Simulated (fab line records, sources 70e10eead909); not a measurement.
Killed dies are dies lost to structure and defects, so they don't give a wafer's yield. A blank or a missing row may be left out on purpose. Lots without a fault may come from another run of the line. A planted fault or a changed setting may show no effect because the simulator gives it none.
fab line records | flow nand_harc
record lots=24 wafers=72 last_day=33
route steps=1302 shown A_CONTACT@1043 A_BLC@1136
lots that met no fault: from a run of the same line without faults
start_h: hours from the record's first day to the start of the lot's first wafer shown | wait_h: hours since the lot's step before | " the same as in the row above | L1.1+2: a row that stands for several wafers | - no value, or no start given | * or withheld: withheld | < > ~ a bound
route shown NAME@n: a module of which the file shows steps, and the number in the route of the first | usual: mean/standard deviation of fault-free wafers | same: alike in all rows | chamber/n: place in a boat | sites: the reading at each site | _std_site: their standard deviation | _edge_site: outer sites' mean less inner sites' | radius_mm: how far each site lies from the wafer's centre | mask NAME#n: copy n | behind: the tool/chamber that last shaped the wafer | hold: why the lot was held/for how many hours/how that ended | device: the transistor (n, p or np) that didn't switch | end of line: the same wafers' tests at the end of the route | a step without rows: its recipe alone | killed: dies lost to structure and defects at the first sort, not the wafer's yield | map: a wafer's dies, x killed, . not, _ none there
set.NAME: the setting as run; set.NAME@STEP: as run at that earlier step | model.NAME: the simulator's own value behind a step, which no gauge read
steps of the route over a sample of lots; a table a step, a row a wafer
services: from which hour (start_h, from the record's first day; less than 0 if before it) a tool's chamber was out of use, for how many hours, and why
## steps
# step NHARC_A_CONTACT_ETCH_75
# recipe target_depth_a=390 over_etch_frac=0.3 time_s=65 ion_energy_ev=80 cf4_flow_sccm=150 ar_flow_sccm=0 rf_w=300 bias_w=100 chemistry=CF4
# usual drypump_motor_current_A=5.91/0.27 oes_product_au=0.997/0.011 rf_vpp_V=150.7/1.1 showerhead_plenum_p_Torr=1.73/0.051 throttle_valve_pct=13.284/0.0087
# columns lot.wafer tool chamber start_h wait_h drypump_motor_current_A oes_product_au rf_hours_counter_h rf_vpp_V showerhead_plenum_p_Torr throttle_valve_pct
L074.3 rie_diel-08 2 494.64 0.1 6.33 0.996 21 151.5 1.80 13.293
L074.6 " 1 " " 6.05 1.003 - 151.7 1.77 13.282
L074.5 " 2 " " 6.31 0.993 - 150.7 1.80 13.281
L075.1 rie_diel-08 2 506.64 0.1 6.31 1.002 24 151.0 1.80 13.281
L075.6 " 3 " " 5.65 1.003 - 150.2 1.66 13.275
L075.5 " 0 " " 6.04 0.993 - 152.4 1.78 13.283
L076.3 rie_diel-08 1 515.82 0.1 6.04 1.018 24 150.9 1.77 13.276
L076.1 " 0 " " 6.06 0.992 21 150.6 1.78 13.289
L076.6 " 1 " " 6.03 1.015 - 151.9 1.77 13.273
L077.2 rie_diel-05 0 520.84 0.1 5.41 0.985 36 151.7 1.72 13.267
L077.4 " 2 " " 6.05 1.018 40 151.2 1.74 13.286
L077.6 " 3 " " 5.75 1.001 - 149.4 1.70 13.269
L078.2 rie_diel-08 3 522.78 0.1 5.60 1.005 26 150.7 1.66 13.280
L078.4 " 0 " " 6.06 0.993 22 151.1 1.78 13.296
L078.6 " 3 " " 5.61 1.015 - 150.2 1.66 13.274
L079.2 rie_diel-12 1 546.36 0.1 5.79 1.006 32 149.6 1.76 13.277
L079.1 " 2 " " 5.77 0.978 31 151.6 1.76 13.281
L079.6 " 1 " " 5.80 1.012 - 151.7 1.76 13.291
L081.4 rie_diel-05 0 567.69 0.1 5.41 0.973 50 150.5 1.71 13.267
L081.5 " 0 " " 5.41 0.975 - 150.5 1.71 13.274
L081.6 " 1 " " 6.04 1.008 - 150.1 1.65 13.277
L080.3 rie_diel-05 2 569.03 0.2 6.07 1.016 57 152.0 1.74 13.286
L080.2 " 3 " " 5.75 1.006 55 150.6 1.70 13.274
L080.5 " 2 " " 6.10 1.027 - 151.3 1.74 13.288
L082.2 rie_diel-08 1 583.19 0.1 6.03 0.995 4 151.7 1.77 13.283
L082.4 " 2 " " 6.31 0.995 4 151.8 1.80 13.297
L082.6 " 1 " " 6.03 0.998 - 152.4 1.77 13.286
L084.2 rie_diel-12 2 599.97 0.1 5.81 0.973 49 151.4 1.75 13.279
L084.3 " 0 " " 5.84 0.999 42 149.0 1.69 13.309
L084.6 " 2 " " 5.79 0.976 - 150.3 1.75 13.283
L083.1 rie_diel-05 0 604.88 0.1 5.39 0.999 4 151.3 1.71 13.288
L083.2 " 1 " " 6.04 1.001 4 150.5 1.65 13.294
L083.4 " 2 " " 6.07 1.019 3 151.8 1.73 13.281
L085.1 rie_diel-05 0 606.81 0.1 5.43 1.002 5 149.9 1.71 13.289
L085.3 " 2 " " 6.07 0.991 4 151.4 1.73 13.288
L085.6 " 3 " " 5.75 0.989 - 149.6 1.69 13.280
L087.3 rie_diel-08 1 615.79 0.1 6.04 0.993 10 151.6 1.77 13.285
L087.1 " 2 " " 6.30 0.981 12 152.4 1.79 13.279
L087.4 " 3 " " 5.59 0.990 12 150.3 1.66 13.298
L086.1 rie_diel-08 3 618.17 0.1 5.61 0.994 13 150.6 1.66 13.285
L086.5 " 3 " " 5.62 0.994 - 150.0 1.66 13.291
L086.6 " 0 " " 6.05 1.001 - 151.3 1.77 13.279
L089.1 rie_diel-08 3 634.96 0.1 5.62 0.993 17 148.2 1.66 13.287
L089.2 " 0 " " 6.05 1.002 14 150.0 1.77 13.279
L089.3 " 2 " " 6.38 0.976 17 151.8 1.79 13.276
L088.4 rie_diel-08 0 638.34 0.1 6.03 1.002 15 151.0 1.77 13.302
L088.3 " 1 " " 6.04 1.002 15 151.4 1.77 13.279
L088.6 " 0 " " 6.04 0.996 - 151.5 1.77 13.292
L090.2 rie_diel-08 2 660.02 0.1 6.32 0.973 23 153.5 1.79 13.293
L090.1 " 0 " " 6.06 0.985 20 149.2 1.77 13.288
L090.5 " 2 " " 6.30 0.979 - 150.8 1.79 13.296
L091.1 rie_diel-08 0 661.59 0.1 6.06 1.002 20 152.0 1.77 13.283
L091.3 " 1 " " 6.05 1.003 21 150.3 1.76 13.283
L091.2 " 3 " " 5.63 1.004 20 151.2 1.66 13.271
L093.1 rie_diel-08 0 690.00 0.1 6.01 0.995 24 149.0 1.77 13.299
L093.3 " 3 " " 5.60 1.001 24 150.0 1.66 13.284
L093.5 " 3 " " 5.63 1.000 - 147.7 1.66 13.287
L094.4 rie_diel-12 0 693.99 0.1 5.87 0.999 14 150.1 1.69 13.297
L094.3 " 2 " " 5.79 0.991 17 151.7 1.75 13.298
L094.5 " 0 " " 5.83 0.996 - 148.2 1.69 13.266
L092.4 rie_diel-08 3 695.47 0.1 5.63 0.989 26 150.7 1.65 13.287
L092.2 " 0 " " 6.05 1.007 26 152.2 1.77 13.267
L092.6 " 2 " " 6.34 0.992 - 152.5 1.79 13.291
L095.2 rie_diel-05 0 709.14 0.1 5.42 1.008 43 151.3 1.70 13.272
L095.3 " 1 " " 6.07 1.001 44 150.4 1.64 13.282
L095.6 " 0 " " 5.40 1.007 - 149.5 1.70 13.303
L096.2 rie_diel-08 0 712.82 0.1 6.05 0.994 30 150.3 1.77 13.294
L096.1 " 2 " " 6.38 0.985 29 150.8 1.79 13.276
L096.4 " 3 " " 5.62 0.997 29 149.2 1.65 13.282
L097.4 rie_diel-05 0 724.48 0.2 5.41 1.005 47 149.5 1.70 13.276
L097.5 " 0 " " 5.40 1.001 - 148.4 1.70 13.290
L097.6 " 1 " " 6.05 0.988 - 149.0 1.64 13.273
# step NHARC_A_CONTACT_ETCH_132
# recipe source_w=withheld pressure_mtorr=20 bias_v=3000 time_s=197 target_depth_a=19240 ar_flow_sccm=withheld c4f8_flow_sccm=withheld o2_flow_sccm=withheld chemistry=C4F8/O2/Ar
# columns lot.wafer tool chamber start_h wait_h rf_hours_counter_h
L074.3 har_cap_etch-02 0 497.59 0.1 -
L074.5 " 0 " " -
L074.6 " 1 " " -
L075.1 har_cap_etch-03 1 509.55 0.1 43
L075.5 " 0 " " -
L075.6 " 1 " " -
L076.1 har_cap_etch-02 0 518.74 0.1 96
L076.3 " 0 " " -
L076.6 " 1 " " -
L077.2 har_cap_etch-03 1 524.34 0.7 47
L077.4 " 1 " " -
L077.6 " 1 " " -
L078.2 har_cap_etch-01 0 525.70 0.1 3
L078.4 " 0 " " -
L078.6 " 1 " " -
L079.1 har_cap_etch-03 1 549.24 0.1 50
L079.2 " 0 " " 50
L079.6 " 0 " " -
L081.4 har_cap_etch-01 1 570.65 0.1 -
L081.5 " 1 " " -
L081.6 " 0 " " -
L080.2 har_cap_etch-03 1 572.02 0.1 53
L080.3 " 1 " " -
L080.5 " 0 " " -
L082.2 har_cap_etch-02 0 586.55 0.2 106
L082.4 " 1 " " -
L082.6 " 1 " " -
L084.2 har_cap_etch-02 1 602.87 0.1 110
L084.3 " 1 " " -
L084.6 " 0 " " -
L083.2 har_cap_etch-02 1 607.76 0.1 111
L083.1 " 0 " " 111
L083.4 " 0 " " -
L085.1 har_cap_etch-03 1 609.73 0.1 61
L085.3 " 1 " " -
L085.6 " 1 " " -
L087.1 har_cap_etch-02 0 618.71 0.1 113
L087.3 " 1 " " -
L087.4 " 0 " " -
L086.1 har_cap_etch-01 0 621.36 0.1 19
L086.6 " 1 " " -
L086.5 " 0 " " -
L089.1 har_cap_etch-03 0 637.84 0.1 66
L089.2 " 1 " " 66
L089.3 " 1 " " -
L088.4 har_cap_etch-02 1 641.29 0.1 -
L088.3 " 0 " " -
L088.6 " 0 " " -
L090.1 har_cap_etch-03 0 662.90 0.1 69
L090.2 " 1 " " 69
L090.5 " 0 " " -
L091.1 har_cap_etch-02 0 664.48 0.1 122
L091.2 " 1 " " 122
L091.3 " 1 " " -
L093.1 har_cap_etch-02 0 693.23 0.1 126
L093.3 " 1 " " -
L093.5 " 1 " " -
L094.3 har_cap_etch-01 1 696.97 0.1 -
L094.4 " 0 " " -
L094.5 " 1 " " -
L092.2 har_cap_etch-03 1 698.88 0.2 75
L092.4 " 1 " " -
L092.6 " 1 " " -
L095.2 har_cap_etch-03 1 712.56 0.2 78
L095.3 " 1 " " -
L095.6 " 0 " " -
L096.2 har_cap_etch-02 1 715.70 0.1 131
L096.1 " 0 " " 131
L096.4 " 1 " " -
L097.4 har_cap_etch-03 0 728.16 0.2 -
L097.6 " 1 " " -
L097.5 " 0 " " -
# step NHARC_A_CONTACT_ETCH_92
# recipe target_depth_a=400 over_etch_frac=0.5 time_s=85.7 ion_energy_ev=120 ch3f_flow_sccm=50 o2_flow_sccm=30 ar_flow_sccm=200 rf_w=500 bias_w=100 chemistry=CH3F/O2
# usual drypump_motor_current_A=5.91/0.27 oes_product_au=0.925/0.02 rf_vpp_V=243.5/1.3 showerhead_plenum_p_Torr=2.40/0.073 throttle_valve_pct=20.663/0.0094
# columns lot.wafer tool chamber start_h wait_h drypump_motor_current_A oes_product_au rf_hours_counter_h rf_vpp_V showerhead_plenum_p_Torr throttle_valve_pct
L074.3 rie_diel-08 2 506.01 0.4 6.36 0.934 24 244.5 2.50 20.665
L074.5 " 0 " " 6.06 0.929 - 243.5 2.48 20.673
L074.6 " 1 " " 6.07 0.945 - 242.9 2.46 20.671
L075.1 rie_diel-08 0 518.53 0.5 6.07 0.916 22 244.1 2.47 20.665
L075.6 " 1 " " 6.05 0.943 - 245.3 2.46 20.653
L075.5 " 2 " " 6.32 0.932 - 244.9 2.50 20.671
L076.1 rie_diel-12 3 527.38 0.5 5.59 0.897 20 242.2 2.32 20.667
L076.3 " 0 " " 5.84 0.926 21 243.9 2.36 20.653
L076.6 " 2 " " 5.82 0.897 - 244.3 2.45 20.682
L077.2 rie_diel-08 2 532.06 0.5 6.33 0.914 30 245.2 2.50 20.655
L077.4 " 3 " " 5.63 0.926 29 242.2 2.30 20.681
L077.6 " 2 " " 6.32 0.929 - 243.6 2.50 20.666
L078.2 rie_diel-12 3 533.80 0.6 5.59 0.893 22 240.6 2.32 20.662
L078.4 " 0 " " 5.84 0.928 23 243.1 2.36 20.669
L078.6 " 3 " " 5.58 0.893 - 241.4 2.32 20.667
L079.1 rie_diel-05 3 559.51 0.5 5.74 0.925 52 241.7 2.36 20.657
L079.2 " 1 " " 6.08 0.928 53 240.8 2.29 20.666
L079.6 " 2 " " 6.10 0.940 - 243.0 2.41 20.674
L081.4 rie_diel-12 1 578.50 0.5 5.82 0.947 - 244.8 2.44 20.670
L081.5 " 2 " " 5.79 0.910 - 244.3 2.44 20.664
L081.6 " 3 " " 5.60 0.905 - 242.4 2.32 20.659
L080.3 rie_diel-12 1 579.79 0.4 5.83 0.932 43 244.1 2.44 20.664
L080.2 " 2 " " 5.79 0.889 40 245.7 2.44 20.671
L080.5 " 2 " " 5.76 0.906 - 245.7 2.44 20.653
L082.4 rie_diel-08 2 595.36 0.5 6.32 0.913 9 244.4 2.50 20.651
L082.2 " 0 " " 6.06 0.928 8 243.1 2.47 20.667
L082.6 " 1 " " 6.04 0.921 - 244.8 2.46 20.666
L084.3 rie_diel-08 2 613.68 0.4 6.34 0.920 12 244.0 2.50 20.660
L084.2 " 0 " " 6.04 0.924 10 242.6 2.47 20.670
L084.6 " 3 " " 5.61 0.925 - 240.8 2.30 20.658
L083.1 rie_diel-08 3 620.58 0.5 5.60 0.912 14 241.3 2.30 20.678
L083.2 " 1 " " 6.07 0.919 12 245.4 2.46 20.661
L083.4 " 2 " " 6.37 0.901 14 244.0 2.49 20.668
L085.1 rie_diel-08 2 626.15 0.5 6.32 0.914 16 244.3 2.49 20.657
L085.3 " 0 " " 6.06 0.923 13 242.7 2.47 20.668
L085.6 " 2 " " 6.31 0.913 - 245.5 2.49 20.660
L087.1 rie_diel-08 0 628.39 0.5 6.04 0.930 13 245.1 2.47 20.663
L087.4 " 1 " " 6.04 0.921 14 243.3 2.46 20.666
L087.3 " 2 " " 6.32 0.910 16 245.7 2.49 20.671
L086.1 rie_diel-05 0 630.55 0.6 5.41 0.917 18 242.8 2.37 20.663
L086.5 " 0 " " 5.41 0.923 - 244.2 2.37 20.675
L086.6 " 1 " " 6.05 0.920 - 242.4 2.28 20.659
L089.3 rie_diel-05 0 647.37 0.5 5.40 0.931 23 243.1 2.37 20.657
L089.2 " 1 " " 6.03 0.916 21 241.8 2.28 20.660
L089.1 " 2 " " 6.10 0.944 18 245.3 2.40 20.663
L088.3 rie_diel-12 3 649.15 0.4 5.60 0.904 5 242.3 2.31 20.658
L088.4 " 1 " " 5.82 0.936 8 244.1 2.43 20.659
L088.6 " 0 " " 5.83 0.913 - 243.0 2.35 20.674
L090.2 rie_diel-05 0 671.07 0.5 5.40 0.936 32 243.2 2.37 20.663
L090.1 " 3 " " 5.77 0.913 24 242.6 2.34 20.653
L090.5 " 0 " " 5.38 0.947 - 244.4 2.37 20.671
L091.2 rie_diel-08 2 673.18 0.6 6.33 0.913 26 245.0 2.49 20.662
L091.1 " 3 " " 5.61 0.927 22 242.5 2.30 20.670
L091.3 " 0 " " 6.08 0.926 22 245.3 2.46 20.632
L093.3 rie_diel-12 1 702.86 0.4 5.82 0.929 20 245.9 2.43 20.681
L093.1 " 2 " " 5.77 0.912 23 244.5 2.42 20.670
L093.5 " 2 " " 5.78 0.926 - 246.3 2.42 20.665
L094.3 rie_diel-08 1 705.73 0.4 6.05 0.923 28 244.5 2.45 20.662
L094.4 " 0 " " 6.02 0.926 29 244.3 2.46 20.672
L094.5 " 2 " " 6.32 0.916 - 244.3 2.49 20.655
L092.4 rie_diel-08 2 707.07 0.4 6.33 0.922 29 244.4 2.49 20.645
L092.2 " 3 " " 5.62 0.921 28 241.7 2.29 20.656
L092.6 " 3 " " 5.62 0.921 - 242.7 2.29 20.670
L095.2 rie_diel-05 0 723.04 0.6 5.40 0.937 47 241.7 2.36 20.661
L095.3 " 1 " " 6.07 0.915 48 240.8 2.27 20.668
L095.6 " 3 " " 5.81 0.923 - 242.6 2.34 20.658
L096.4 rie_diel-05 0 724.05 0.4 5.41 0.926 47 240.9 2.36 20.657
L096.1 " 1 " " 6.07 0.920 48 242.5 2.27 20.663
L096.2 " 2 " " 6.11 0.930 44 242.6 2.39 20.660
L097.4 rie_diel-08 0 736.32 0.5 6.04 1.015 1 243.8 2.46 20.664
L097.6 " 1 " " 6.07 1.005 - 243.9 2.45 20.642
L097.5 " 2 " " 6.34 1.001 - 245.0 2.49 20.673
# step NHARC_A_CONTACT_CD_MEAS_15
# usual cd_nm=190.1/0.69
# columns lot.wafer tool chamber start_h wait_h cd_nm
L074.3 cd_sem-03 - 506.20 - 189.6
L074.5 " - " " 190.3
L074.6 " - " " 189.5
L075.1 cd_sem-02 - 518.71 - 189.3
L075.5 " - " " 188.7
L075.6 " - " " 189.7
L076.1 cd_sem-03 - 527.59 - 190.9
L076.3 " - " " 190.6
L076.6 " - " " 190.1
L077.2 cd_sem-01 - 532.27 - 188.7
L077.4 " - " " 190.1
L077.6 " - " " 189.0
L078.2 cd_sem-02 - 534.01 - 190.2
L078.4 " - " " 190.0
L078.6 " - " " 190.3
L079.1 cd_sem-01 - 559.71 - 190.3
L079.2 " - " " 190.5
L079.6 " - " " 190.4
L081.4 cd_sem-01 - 578.70 - 189.0
L081.5 " - " " 189.1
L081.6 " - " " 189.8
L080.2 cd_sem-02 - 580.04 - 189.8
L080.3 " - " " 189.4
L080.5 " - " " 189.9
L082.2 cd_sem-03 - 595.57 - 190.0
L082.4 " - " " 189.9
L082.6 " - " " 190.8
L084.2 cd_sem-01 - 613.90 - 191.2
L084.3 " - " " 190.5
L084.6 " - " " 189.6
L083.1 cd_sem-02 - 620.80 - 189.1
L083.2 " - " " 190.9
L083.4 " - " " 190.1
L085.1 cd_sem-02 - 626.38 - 190.5
L085.3 " - " " 191.7
L085.6 " - " " 190.4
L087.1 cd_sem-02 - 628.61 - 191.0
L087.3 " - " " 190.0
L087.4 " - " " 191.2
L086.1 cd_sem-03 - 630.77 - 189.6
L086.5 " - " " 189.6
L086.6 " - " " 190.5
L089.1 cd_sem-02 - 647.62 - 190.4
L089.2 " - " " 190.8
L089.3 " - " " 190.0
L088.3 cd_sem-01 - 649.37 - 190.7
L088.4 " - " " 191.3
L088.6 " - " " 190.8
L090.1 cd_sem-01 - 671.29 - 191.3
L090.2 " - " " 189.9
L090.5 " - " " 190.1
L091.1 cd_sem-01 - 673.40 - 188.5
L091.2 " - " " 189.8
L091.3 " - " " 190.6
L093.1 cd_sem-03 - 703.37 - 190.6
L093.3 " - " " 191.0
L093.5 " - " " 190.2
L094.3 cd_sem-02 - 705.96 - 191.0
L094.4 " - " " 189.6
L094.5 " - " " 189.7
L092.2 cd_sem-02 - 707.29 - 189.2
L092.4 " - " " 190.7
L092.6 " - " " 189.4
L095.2 cd_sem-02 - 723.23 - 189.5
L095.3 " - " " 189.4
L095.6 " - " " 190.2
L096.1 cd_sem-03 - 724.25 - 190.6
L096.2 " - " " 189.3
L096.4 " - " " 189.7
L097.4 cd_sem-02 - 736.52 - 190.7
L097.5 " - " " 189.6
L097.6 " - " " 190.5
# step NHARC_A_CONTACT_STRIP_26
# recipe o2_flow_sccm=500 ar_flow_sccm=0 bias_w=0 chemistry=O2
# usual drypump_motor_current_A=5.94/0.26 oes_product_au=0.995/0.012 rf_vpp_V=57.6/0.77 showerhead_plenum_p_Torr=3.45/0.1 throttle_valve_pct=17.036/0.0092
# columns lot.wafer tool chamber start_h wait_h drypump_motor_current_A oes_product_au rf_hours_counter_h rf_vpp_V showerhead_plenum_p_Torr throttle_valve_pct
L074.3 rie_diel-05 3 - - 5.79 0.995 35 58.4 3.40 17.044
L074.6 " 0 " " 5.42 0.975 - 55.7 3.43 17.047
L074.5 " 1 " " 6.08 1.004 - 56.5 3.31 17.022
L075.1 rie_diel-08 0 - - 6.08 0.980 22 58.8 3.55 17.045
L075.5 " 0 " " 6.06 0.978 - 57.2 3.55 17.032
L075.6 " 1 " " 6.05 1.015 - 57.4 3.53 17.039
L076.3 rie_diel-08 1 - - 6.06 1.009 27 57.3 3.53 17.040
L076.1 " 2 " " 6.32 1.001 29 57.1 3.59 17.053
L076.6 " 3 " " 5.61 1.013 - 57.8 3.32 17.044
L077.4 rie_diel-08 1 - - 6.06 1.021 28 59.1 3.53 17.010
L077.2 " 0 " " 6.06 0.989 25 58.4 3.55 17.039
L077.6 " 2 " " 6.35 0.994 - 57.7 3.59 17.032
L078.4 rie_diel-08 0 - - 6.09 0.987 25 57.7 3.55 17.036
L078.2 " 2 " " 6.38 0.988 30 59.7 3.59 17.033
L078.6 " 0 " " 6.07 0.996 - 57.1 3.55 17.029
L079.2 rie_diel-08 0 - - 6.07 1.011 1 58.2 3.55 17.036
L079.1 " 1 " " 6.04 1.000 1 59.3 3.53 17.030
L079.6 " 1 " " 6.03 1.003 - 58.2 3.53 17.024
L081.4 rie_diel-08 2 - - 6.38 0.993 - 57.6 3.58 17.045
L081.6 " 3 " " 5.62 1.010 - 58.1 3.31 17.023
L081.5 " 1 " " 6.04 0.996 - 56.7 3.53 17.037
L080.2 rie_diel-08 2 - - 6.37 1.004 4 57.2 3.58 17.025
L080.3 " 3 " " 5.62 1.010 4 57.0 3.31 17.040
L080.5 " 2 " " 6.36 0.997 - 57.4 3.58 17.046
L082.4 rie_diel-08 2 - - 6.34 1.000 9 57.5 3.58 17.035
L082.2 " 0 " " 6.10 1.018 8 57.9 3.54 17.028
L082.6 " 2 " " 6.36 0.992 - 57.4 3.58 17.042
L084.2 rie_diel-12 3 - - 5.60 0.963 47 57.0 3.33 17.041
L084.3 " 2 " " 5.82 0.982 53 58.6 3.50 17.051
L084.6 " 0 " " 5.86 0.986 - 57.0 3.38 17.046
L083.2 rie_diel-08 3 - - 5.62 0.986 14 57.9 3.31 17.039
L083.1 " 0 " " 6.08 0.986 12 59.0 3.54 17.034
L083.4 " 1 " " 6.06 0.990 12 58.6 3.52 17.036
L085.3 rie_diel-08 2 - - 6.38 0.980 16 56.8 3.58 17.045
L085.1 " 1 " " 6.05 0.985 13 57.2 3.52 17.025
L085.6 " 2 " " 6.33 0.978 - 56.9 3.58 17.035
L087.3 rie_diel-08 2 - - 6.36 0.995 16 57.3 3.58 17.019
L087.1 " 3 " " 5.63 0.995 16 57.0 3.31 17.029
L087.4 " 0 " " 6.03 0.992 14 57.6 3.54 17.030
L086.1 rie_diel-05 0 - - 5.43 0.995 18 58.0 3.41 17.024
L086.5 " 0 " " 5.43 1.013 - 56.8 3.41 17.035
L086.6 " 1 " " 6.09 0.998 - 58.4 3.28 17.037
L089.3 rie_diel-08 0 - - 6.06 0.992 17 58.1 3.54 17.025
L089.2 " 1 " " 6.05 0.995 17 55.8 3.52 17.022
L089.1 " 2 " " 6.36 0.977 20 59.0 3.57 17.046
L088.4 rie_diel-12 1 - - 5.81 1.018 8 57.3 3.49 17.040
L088.3 " 2 " " 5.79 0.984 7 58.2 3.49 17.031
L088.6 " 2 " " 5.81 0.981 - 58.0 3.49 17.055
L090.2 rie_diel-12 1 - - 5.82 1.003 13 56.8 3.49 17.040
L090.1 " 2 " " 5.81 0.992 12 57.7 3.49 17.029
L090.5 " 1 " " 5.81 0.991 - 57.4 3.49 17.048
L091.3 rie_diel-12 2 - - 5.79 0.981 13 57.8 3.49 17.034
L091.2 " 3 " " 5.58 0.981 9 57.5 3.32 17.034
L091.1 " 0 " " 5.82 0.985 9 57.6 3.37 17.026
L093.1 rie_diel-12 3 - - 5.61 0.976 20 56.6 3.31 17.035
L093.3 " 0 " " 5.84 1.001 17 57.8 3.37 17.037
L093.5 " 2 " " 5.76 1.003 - 57.4 3.48 17.038
L094.4 rie_diel-08 0 - - 6.05 0.997 30 58.7 3.53 17.044
L094.3 " 1 " " 6.04 0.995 28 57.5 3.52 17.029
L094.5 " 3 " " 5.65 0.990 - 57.2 3.30 17.029
L092.2 rie_diel-08 3 - - 5.62 0.993 28 57.5 3.30 17.034
L092.4 " 2 " " 6.34 0.979 29 57.1 3.57 17.043
L092.6 " 0 " " 6.08 1.001 - 58.9 3.53 17.040
L095.3 rie_diel-05 2 - - 6.10 1.004 44 57.1 3.44 17.029
L095.2 " 1 " " 6.10 0.994 48 55.4 3.27 17.025
L095.6 " 3 " " 5.77 0.996 - 58.1 3.36 17.034
L096.2 rie_diel-05 2 - - 6.12 0.999 44 58.5 3.44 17.046
L096.4 " 3 " " 5.78 0.983 38 58.1 3.36 17.037
L096.1 " 0 " " 5.42 0.998 47 57.8 3.39 17.052
L097.4 rie_diel-08 3 - - 5.66 0.998 1 58.3 3.30 17.056
L097.5 " 0 " " 6.07 0.999 - 56.8 3.53 17.038
L097.6 " 1 " " 6.06 1.001 - 58.5 3.51 17.028
# step NHARC_A_BLC_INSPECT_28
# usual raw_defect_count=493/84
# columns lot.wafer tool chamber start_h wait_h raw_defect_count
L074.3 defect_inspect-01 - 512.26 0.1 555
L074.5 " - " " 504
L074.6 " - " " 482
L075.1 defect_inspect-01 - 524.63 0.1 394
L075.5 " - " " 484
L075.6 " - " " 542
L076.1 defect_inspect-01 - 533.65 0.1 399
L076.3 " - " " 437
L076.6 " - " " 428
L077.2 defect_inspect-01 - 538.25 0.1 443
L077.4 " - " " 568
L077.6 " - " " 539
L078.2 defect_inspect-01 - 540.13 0.1 423
L078.4 " - " " 421
L078.6 " - " " 455
L079.1 defect_inspect-02 - 565.65 0.1 440
L079.2 " - " " 465
L079.6 " - " " 608
L081.4 defect_inspect-01 - 584.85 0.1 337
L081.5 " - " " 480
L081.6 " - " " 538
L080.2 defect_inspect-02 - 586.20 0.1 540
L080.3 " - " " 448
L080.5 " - " " 404
L082.2 defect_inspect-02 - 601.67 0.1 421
L082.4 " - " " 503
L082.6 " - " " 607
L084.2 defect_inspect-01 - 619.94 0.1 416
L084.3 " - " " 484
L084.6 " - " " 388
L083.1 defect_inspect-01 - 626.76 0.1 508
L083.2 " - " " 384
L083.4 " - " " 437
L085.1 defect_inspect-01 - 632.49 0.1 399
L085.3 " - " " 455
L085.6 " - " " 450
L087.1 defect_inspect-01 - 634.62 0.1 634
L087.3 " - " " 533
L087.4 " - " " 562
L086.1 defect_inspect-01 - 636.89 0.1 399
L086.5 " - " " 542
L086.6 " - " " 420
L089.1 defect_inspect-01 - 653.95 0.1 530
L089.2 " - " " 468
L089.3 " - " " 559
L088.3 defect_inspect-02 - 655.60 0.1 518
L088.4 " - " " 442
L088.6 " - " " 533
L090.1 defect_inspect-02 - 677.34 0.1 443
L090.2 " - " " 491
L090.5 " - " " 427
L091.1 defect_inspect-01 - 679.48 0.1 371
L091.2 " - " " 578
L091.3 " - " " 443
L093.1 defect_inspect-02 - 709.48 0.1 500
L093.3 " - " " 478
L093.5 " - " " 356
L094.3 defect_inspect-02 - 712.03 0.1 497
L094.4 " - " " 677
L094.5 " - " " 673
L092.2 defect_inspect-01 - 713.42 0.1 431
L092.4 " - " " 429
L092.6 " - " " 351
L095.2 defect_inspect-01 - 729.36 0.1 511
L095.3 " - " " 444
L095.6 " - " " 544
L096.1 defect_inspect-01 - 730.56 0.1 619
L096.2 " - " " 614
L096.4 " - " " 525
L097.4 defect_inspect-01 - 742.60 0.1 471
L097.5 " - " " 591
L097.6 " - " " 507
## services
# columns tool chamber start_h hours kind
rie_diel-08 0 475.13 - clean
rie_diel-08 1 475.13 - clean
rie_diel-08 2 475.13 - clean
rie_diel-08 3 475.13 - clean
har_cap_etch-03 - 477.98 0.5 repair
rie_diel-08 2 487.02 3.5 repair
rie_diel-05 0 488.97 8.7 repair
har_cap_etch-01 - 497.00 17.0 pm
rie_diel-08 0 499.63 - clean
rie_diel-08 - 544.86 9.0 pm
rie_diel-12 0 576.81 15.6 repair
rie_diel-08 0 578.58 4.5 repair
rie_diel-05 - 583.62 9.0 pm
rie_diel-12 - 598.60 0.9 repair
rie_diel-12 1 603.50 19.8 repair
rie_diel-12 - 625.01 9.0 pm
rie_diel-08 3 639.83 13.3 repair
rie_diel-05 3 643.44 9.1 repair
rie_diel-08 3 656.70 1.3 repair
rie_diel-12 1 678.30 1.5 repair
rie_diel-08 1 679.84 5.6 repair
rie_diel-08 2 682.15 12.8 repair
rie_diel-08 - 721.97 9.0 pm
rie_diel-05 0 731.96 10.1 repair
## key
fault none
